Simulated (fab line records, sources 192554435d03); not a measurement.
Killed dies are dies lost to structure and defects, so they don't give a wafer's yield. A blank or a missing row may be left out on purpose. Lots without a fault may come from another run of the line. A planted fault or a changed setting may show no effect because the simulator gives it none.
fab line records | flow n5_finfet
record lots=10 wafers=30 last_day=16
route steps=1938 shown BEOL_M3@974 BEOL_M4@1111
lots that met no fault: from a run of the same line without faults
start_h: hours from the record's first day to the start of the lot's first wafer shown | wait_h: hours since the lot's step before | " the same as in the row above | L1.1+2: a row that stands for several wafers | - no value, or no start given | * or withheld: withheld | < > ~ a bound
route shown NAME@n: a module of which the file shows steps, and the number in the route of the first | usual: mean/standard deviation of fault-free wafers | same: alike in all rows | chamber/n: place in a boat | sites: the reading at each site | _std_site: their standard deviation | _edge_site: outer sites' mean less inner sites' | radius_mm: how far each site lies from the wafer's centre | mask NAME#n: copy n | behind: the tool/chamber that last shaped the wafer | hold: why the lot was held/for how many hours/how that ended | device: the transistor (n, p or np) that didn't switch | end of line: the same wafers' tests at the end of the route | a step without rows: its recipe alone | killed: dies lost to structure and defects at the first sort, not the wafer's yield | map: a wafer's dies, x killed, . not, _ none there
set.NAME: the setting as run; set.NAME@STEP: as run at that earlier step | model.NAME: the simulator's own value behind a step, which no gauge read
steps of the route over a sample of lots; a table a step, a row a wafer
services: from which hour (start_h, from the record's first day; less than 0 if before it) a tool's chamber was out of use, for how many hours, and why
## steps
# step N5_BEOL_M3_ETCH_70
# recipe chemistry=N2/H2 target=SOC target_depth_a=800 overetch_a=160 mask_material=SiARC temp_c=40 time_s=120 ion_energy_ev=200 pressure_mtorr=30 source_w=840 bias_w=150 n2_flow_sccm=200 h2_flow_sccm=200
# usual drypump_motor_current_A=5.5/0.42 oes_product_au=0.62/0.055 rf_vpp_V=524.5/2.9 showerhead_plenum_p_Torr=2.56/0.11 throttle_valve_pct=17.71/0.21
# same time_s=120
# columns lot.wafer tool chamber start_h wait_h drypump_motor_current_A oes_product_au rf_hours_counter_h rf_vpp_V showerhead_plenum_p_Torr throttle_valve_pct
L534.1 rie_diel-05 3 160.37 0.0 5.2 0.66 39 525.1 2.61 17.87
L534.2 " 2 " " 5.1 0.65 62 526.5 2.70 17.68
L534.4 " 1 " " 5.9 0.69 32 525.4 2.61 18.05
L533.3 rie_diel-05 3 160.84 0.0 5.2 0.66 40 526.3 2.61 17.88
L533.4 " 1 " " 5.8 0.69 33 525.3 2.61 18.05
L533.6 " 2 " " 5.1 0.64 - 526.3 2.70 17.70
L535.1 rie_diel-06 3 165.64 0.0 5.9 0.61 135 517.4 2.33 17.39
L535.2 " 1 " " 4.7 0.53 230 522.7 2.49 17.77
L535.5 " 0 " " 5.6 0.73 - 527.4 2.60 17.48
L536.2 rie_diel-02 1 171.73 0.0 6.1 0.59 144 520.3 2.42 17.45
L536.3 " 0 " " 5.0 0.57 168 525.5 2.52 17.67
L536.5 " 1 " " 6.1 0.60 - 521.3 2.42 17.44
L537.1 rie_diel-02 3 176.20 0.0 5.5 0.57 148 525.2 2.66 18.03
L537.2 " 0 " " 5.1 0.57 170 523.4 2.51 17.65
L537.6 " 2 " " 5.9 0.55 - 522.0 2.51 17.90
L543.1 rie_diel-02 0 214.97 0.0 5.1 0.56 181 524.7 2.51 17.66
L543.3 " 1 " " 6.0 0.59 157 521.3 2.42 17.46
L543.5 " 2 " " 5.9 0.55 - 522.3 2.50 17.92
L544.1 rie_diel-02 0 222.45 0.0 5.1 0.56 183 524.6 2.51 17.67
L544.4 " 1 " " 6.0 0.59 160 520.8 2.42 17.47
L544.5 " 3 " " 5.5 0.56 - 527.2 2.66 18.05
L546.1 rie_diel-06 0 231.42 0.0 5.6 0.69 29 525.5 2.59 17.51
L546.3 " 3 " " 5.9 0.59 155 517.6 2.32 17.44
L546.6 " 0 " " 5.7 0.69 - 525.9 2.59 17.52
L550.2 rie_diel-06 3 249.15 0.0 5.9 0.59 161 518.3 2.32 17.44
L550.4 " 3 " " 5.9 0.59 - 519.1 2.32 17.42
L550.5 " 0 " " 5.6 0.69 - 525.2 2.59 17.51
L551.1 rie_diel-02 2 256.43 0.0 5.9 0.54 224 521.7 2.50 17.93
L551.5 " 2 " " 5.9 0.55 - 523.5 2.50 17.95
L551.6 " 3 " " 5.5 0.56 - 526.6 2.65 18.08
# step N5_BEOL_M3_DEGAS_44
# recipe ambient=vacuum temp_c=250 time_s=60
# usual heater_power_w=322/44
# same time_s=60
# columns lot.wafer tool chamber start_h wait_h heater_power_w
L534.1 pvd_sputter-02 - 161.08 0.2 290
L534.2 " - " " 285
L534.4 " - " " 279
L533.3 pvd_sputter-02 - 161.44 0.1 280
L533.4 " - " " 293
L533.6 " - " " 281
L535.1 pvd_sputter-02 - 166.62 0.5 280
L535.2 " - " " 288
L535.5 " - " " 283
L536.2 pvd_sputter-03 - 172.44 0.2 350
L536.3 " - " " 306
L536.5 " - " " 349
L537.1 pvd_sputter-03 - 176.99 0.3 430
L537.2 " - " " 305
L537.6 " - " " 289
L543.1 pvd_sputter-03 - 215.91 0.4 315
L543.3 " - " " 306
L543.5 " - " " 307
L544.1 pvd_sputter-03 - 223.32 0.4 313
L544.4 " - " " 300
L544.5 " - " " 298
L546.1 pvd_sputter-01 - 234.02 2.1 348
L546.3 " - " " 291
L546.6 " - " " 296
L550.2 pvd_sputter-03 - 250.52 0.9 440
L550.4 " - " " 345
L550.5 " - " " 428
L551.1 pvd_sputter-03 - 256.98 0.0 347
L551.5 " - " " 335
L551.6 " - " " 309
# step N5_BEOL_M3_CVD_47
# recipe material=Co target_thk_a=30 temp_c=withheld precursor=CCTBA/H2 pressure_torr=30 time_s=223.8
# usual run_length_s=246.3/0.58
# columns lot.wafer tool chamber start_h wait_h run_length_s
L534.1 cvd_co-01 1 161.58 0.1 246.1
L534.2 " 2 " " 245.6
L534.4 " 0 " " 246.9
L533.3 cvd_co-02 2 161.83 0.0 245.7
L533.4 " 1 " " 246.7
L533.6 " 2 " " 245.5
L535.1 cvd_co-02 0 168.84 0.1 246.2
L535.2 " 1 " " 246.5
L535.5 " 0 " " 246.8
L536.2 cvd_co-01 2 173.07 0.3 245.7
L536.3 " 0 " " 247.1
L536.5 " 1 " " 245.9
L537.1 cvd_co-01 1 177.43 0.0 245.8
L537.2 " 0 " " 247.2
L537.6 " 1 " " 245.7
L543.1 cvd_co-01 2 216.46 0.1 246.0
L543.3 " 1 " " 245.9
L543.5 " 1 " " 245.9
L544.1 cvd_co-01 1 223.80 0.1 246.3
L544.4 " 2 " " 245.7
L544.5 " 0 " " 247.3
L546.1 cvd_co-01 2 234.48 0.1 245.9
L546.3 " 0 " " 247.1
L546.6 " 0 " " 247.2
L550.2 cvd_co-01 2 251.00 0.0 245.8
L550.4 " 1 " " 249.5
L550.5 " 2 " " 246.2
L551.1 cvd_co-01 1 257.64 0.0 246.3
L551.5 " 2 " " 246.0
L551.6 " 1 " " 248.9
# step N5_BEOL_M3_ANNEAL_82
# recipe temp_c=400 time_s=240 ambient=vacuum
# usual heater_power_w=796/99
# same time_s=240
# columns lot.wafer tool chamber start_h wait_h heater_power_w
L534.1 pvd_sputter-03 - 162.27 0.0 745
L534.2 " - " " 736
L534.4 " - " " 873
L533.3 pvd_sputter-01 - 162.51 0.0 856
L533.4 " - " " 759
L533.6 " - " " 913
L535.1 pvd_sputter-03 - 169.52 0.0 879
L535.2 " - " " 745
L535.5 " - " " 865
L536.2 pvd_sputter-01 - 175.25 0.0 922
L536.3 " - " " 741
L536.5 " - " " 894
L537.1 pvd_sputter-02 - 178.23 0.0 709
L537.2 " - " " 878
L537.6 " - " " 712
L543.1 pvd_sputter-03 - 217.16 0.0 740
L543.3 " - " " 873
L543.5 " - " " 767
L544.1 pvd_sputter-03 - 224.48 0.0 1048
L544.4 " - " " 756
L544.5 " - " " 729
L546.1 pvd_sputter-02 - 235.32 0.0 734
L546.3 " - " " 702
L546.6 " - " " 700
L550.2 pvd_sputter-02 - 251.69 0.0 712
L550.4 " - " " 733
L550.5 " - " " 714
L551.1 pvd_sputter-03 - 258.34 0.0 725
L551.5 " - " " 856
L551.6 " - " " 748
# step N5_BEOL_M4_RC_MEAS_101
# usual DIBL_N=36.7/2.4 DIBL_P=37.4/2.9 IOFF_N=0.18/0.05 IOFF_P=0.23/0.058 ION_N=683/16 ION_P=467/11 SS_N=71.7/0.77 SS_P=73.5/0.87 VT_N=249/4.3 VT_P=-250/4.4
# columns lot.wafer tool chamber start_h wait_h DIBL_N[mV/V] DIBL_P[mV/V] IOFF_N[nA/um] IOFF_P[nA/um] ION_N[uA/um] ION_P[uA/um] SS_N[mV/dec] SS_P[mV/dec] VT_N[mV] VT_P[mV]
L534.1 prober-01 0 173.25 0.0 40.3 40.8 0.21 0.26 705 477 72.5 74.6 248 -248
L534.2 " 0 " " 39.0 38.0 0.17 0.21 685 461 72.2 73.5 250 -254
L534.4 " 0 " " 38.0 38.5 0.17 0.23 665 456 71.6 73.4 250 -252
L533.3 prober-02 0 176.21 0.3 35.9 34.4 0.14 0.17 669 455 71.1 72.3 254 -253
L533.4 " 0 " " 35.8 36.3 0.16 0.21 697 481 71.3 73.1 247 -251
L533.6 " 0 " " 38.7 38.9 0.21 0.25 704 479 71.7 74.3 247 -248
L535.1 prober-02 0 181.21 0.0 44.2 45.7 0.35 0.40 696 473 73.9 76.2 242 -242
L535.2 " 0 " " 35.3 36.6 0.15 0.23 685 471 71.3 73.1 251 -250
L535.5 " 0 " " 38.9 40.1 0.20 0.28 669 463 72.6 73.9 247 -247
L536.2 prober-01 0 190.50 0.2 37.9 36.9 0.17 0.20 657 450 72.0 73.5 251 -251
L536.3 " 0 " " 33.1 32.0 0.11 0.14 679 458 71.3 71.7 252 -257
L536.5 " 0 " " 34.5 32.7 0.12 0.14 660 447 70.7 72.0 257 -256
L537.1 prober-01 0 195.96 0.0 36.8 38.4 0.15 0.23 665 467 71.2 74.1 253 -250
L537.2 " 0 " " 39.4 42.4 0.25 0.32 709 489 73.4 74.4 245 -246
L537.6 " 0 " " 35.4 37.2 0.14 0.21 668 464 71.2 74.1 254 -254
L543.1 prober-01 0 227.73 0.0 37.4 38.8 0.19 0.24 682 463 72.1 73.5 248 -250
L543.3 " 0 " " 36.5 35.5 0.15 0.18 667 448 71.5 71.9 251 -253
L543.5 " 0 " " 38.0 38.7 0.19 0.24 697 475 72.1 73.1 245 -249
L544.1 prober-02 0 235.22 0.0 34.1 33.5 0.12 0.18 677 468 69.9 72.7 252 -252
L544.4 " 0 " " 34.8 34.8 0.13 0.19 684 477 71.2 73.0 252 -249
L544.5 " 0 " " 35.5 36.5 0.16 0.23 711 484 70.5 73.3 246 -246
L546.1 prober-02 0 251.41 0.0 40.2 40.8 0.23 0.29 690 473 73.1 74.3 243 -246
L546.3 " 0 " " 36.4 36.5 0.16 0.22 691 476 71.3 72.9 247 -249
L546.6 " 0 " " 40.9 42.7 0.29 0.33 711 480 72.8 74.5 238 -242
L550.2 prober-01 0 266.93 0.2 33.5 32.2 0.11 0.16 670 464 71.7 72.3 256 -255
L550.4 " 0 " " 38.5 38.8 0.20 0.25 689 472 72.1 74.1 247 -249
L550.5 " 0 " " 38.0 37.9 0.20 0.25 702 474 72.0 74.1 247 -248
L551.1 prober-01 0 278.14 0.0 40.3 42.7 0.30 0.37 702 484 73.1 74.9 240 -243
L551.5 " 0 " " 40.3 41.8 0.27 0.34 679 466 73.4 76.0 245 -246
L551.6 " 0 " " 35.6 37.4 0.19 0.24 703 483 71.7 72.8 245 -247
## services
# columns tool chamber start_h hours kind
cvd_co-02 0 174.69 6.3 repair
rie_diel-05 2 208.68 3.8 repair
cvd_co-01 - 219.58 0.3 repair
rie_diel-05 0 221.63 2.8 repair
cvd_co-02 - 221.99 6.9 pm
rie_diel-06 1 237.52 - clean
rie_diel-06 1 237.52 - consumable_replace:focus_ring
rie_diel-06 1 237.52 21.4 scheduled_down
rie_diel-06 1 237.52 21.4 vent_cycle
## key
first_sign step=N5_BEOL_M3_CVD_47 reading=run_length_s direction=up sigmas=5 usual=* struck=*
effect none on later readings
met_at N5_BEOL_M3_CVD_47
struck_lots L550,L551
struck_wafers L550.4,L551.6
not_acting_at N5_BEOL_M3_ETCH_70,N5_BEOL_M3_DEGAS_44,N5_BEOL_M3_ANNEAL_82
onset_between 234.48 251.00
fault kind=process_parameter_drift tool=cvd_co-01 chamber=- onset_h=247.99 steps=N5_BEOL_M3_CVD_47 channel=time_s offset=* shape=step end_h=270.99 scope=struck_wafers_only acts_in=* stated=*
